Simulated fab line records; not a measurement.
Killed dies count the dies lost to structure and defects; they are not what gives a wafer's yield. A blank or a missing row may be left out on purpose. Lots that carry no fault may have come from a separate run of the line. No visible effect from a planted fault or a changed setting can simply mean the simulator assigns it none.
Struck lot and sound lot, side by side | flow n5_finfet | 15 steps out of a route of 1938
Sound: these wafers, L508.2, L508.4, L508.6. Struck: wafer L519.4. (L519.5, L519.6 of the same lot were not struck and are left out.) The cause comes at the end.
For every step that has rows: the tool of each side, followed by ch and its chambers, followed by its first start. Under that, the readings that differ: sound wafers | struck wafers | difference of the means | sigmas: that difference in standard deviations of wafers without a fault.
alike: same words and numbers on both sides, and readings whose means sit less than 2 such deviations apart. not compared: any withheld reading, any reading some wafer has no value for, any bound like >300 that may hide the same value, and any number with overlapping values for which the record gives no deviation.
A row with sigmas, a row that says differs or no value, or rows on one side alone: a step with any of these is where the two part. Numbers that don't overlap but have no deviation are shown without sigmas and don't part them. A reading missing from all wafers of one side parts the sides only when that side holds two or more wafers.

N5_BEOL_M2_ETCH_41: etches SiCN in CH3F/O2, target depth 29.9 nm, time 52.5 s.
  sound: rie_diel-02 ch 1,2,3; struck: rie_diel-02 ch 3
  reading                        | sound                | struck | difference | sigmas
  chamber_pressure_mTorr (mTorr) | 29.998 29.995 29.999 | 30.052 | +0.055     | +2
  alike: drypump_motor_current_A, oes_product_au, rf_vpp_V, showerhead_plenum_p_Torr, throttle_valve_pct
  not compared: rf_hours_counter_h
N5_BEOL_M2_STRIP_97: strips in N2/H2, time 10 s.
  sound: rie_diel-02 ch 1,2,3; struck: rie_diel-02 ch 3
  alike: chamber_pressure_mTorr, drypump_motor_current_A, oes_product_au, rf_vpp_V, showerhead_plenum_p_Torr, throttle_valve_pct
  not compared: rf_hours_counter_h
N5_BEOL_M2_OCD_MEAS_38:
  sound on ocd-01 at day 7 04:29; struck on ocd-02 at day 10 02:05
  alike: trench_depth_nm
then, 4 steps without rows for these wafers: N5_BEOL_M2_HM_STRIP_39 (strips TiN in peroxide tin strip, target depth 25 nm, time 158 s); N5_BEOL_M2_SRD_40 (time 30 s); N5_BEOL_M2_PRECLEAN_42 (cleans in residue remover, time 60 s); N5_BEOL_M2_SRD_43 (time 30 s).
N5_BEOL_M2_CD_MEAS_35: target cd 18 nm, target cd y 22.2 nm.
  sound on cd_sem-03 at day 7 04:38; struck on cd_sem-02 at day 10 02:15
  alike: cd_nm
then, 1 step without rows for these wafers: N5_BEOL_M2_DEGAS_44 (time 60 s).
N5_BEOL_M2_PRE_CLEAN_45: time 30 s.
  sound on pvd_sputter-03 at day 7 05:01; struck on pvd_sputter-03 at day 10 02:20
  alike: heater_power_w
N5_BEOL_M2_ALD_84: deposits TaN, pulse time 2 s, purge time 3 s, co reactant purge time 2 s.
  sound on ald_metal-02 ch 0,3, day 7 05:05; struck on ald_metal-02 ch 2, day 10 02:24
  reading            | sound       | struck | difference | sigmas
  heater_power_w (W) | 429 484 487 | 370    | -97        | -3
  not compared: since_wet_clean_h
N5_BEOL_M2_SURFACE_TREAT_85:
  sound on pvd_sputter-03 at day 7 05:24; struck on pvd_sputter-02 at day 10 02:44
  not compared: throttle_valve_pct
N5_BEOL_M2_CVD_47: deposits Co from CCTBA/H2, target thk 3 nm, time 223.8 s.
  sound on cvd_co-01 ch 0,1,2, day 7 05:29; struck on cvd_co-02 ch 0, day 10 02:53
  reading          | sound             | struck | difference | sigmas
  run_length_s (s) | 246.9 246.3 246.9 | 249.2  | +2.5       | +5
  not compared: since_wet_clean_h
then, 1 step without rows for these wafers: N5_BEOL_M2_SPUTTER_48 (material Cu, target thk 4.5 nm, time 8.29 s).
N5_BEOL_M4_RC_MEAS_101:
  sound on prober-01 ch 0, day 8 10:46; struck on prober-01 ch 0, day 11 05:40
  alike: DIBL_N, DIBL_P, IOFF_N, IOFF_P, ION_N, ION_P, SS_N, SS_P, VT_N, VT_P

== WHERE THEY PART ==
First at N5_BEOL_M2_ETCH_41; last, within this record, at N5_BEOL_M2_CVD_47. Later steps at which nothing parts them and some readings are alike: N5_BEOL_M4_RC_MEAS_101.

WHY: what had been put in by the simulator
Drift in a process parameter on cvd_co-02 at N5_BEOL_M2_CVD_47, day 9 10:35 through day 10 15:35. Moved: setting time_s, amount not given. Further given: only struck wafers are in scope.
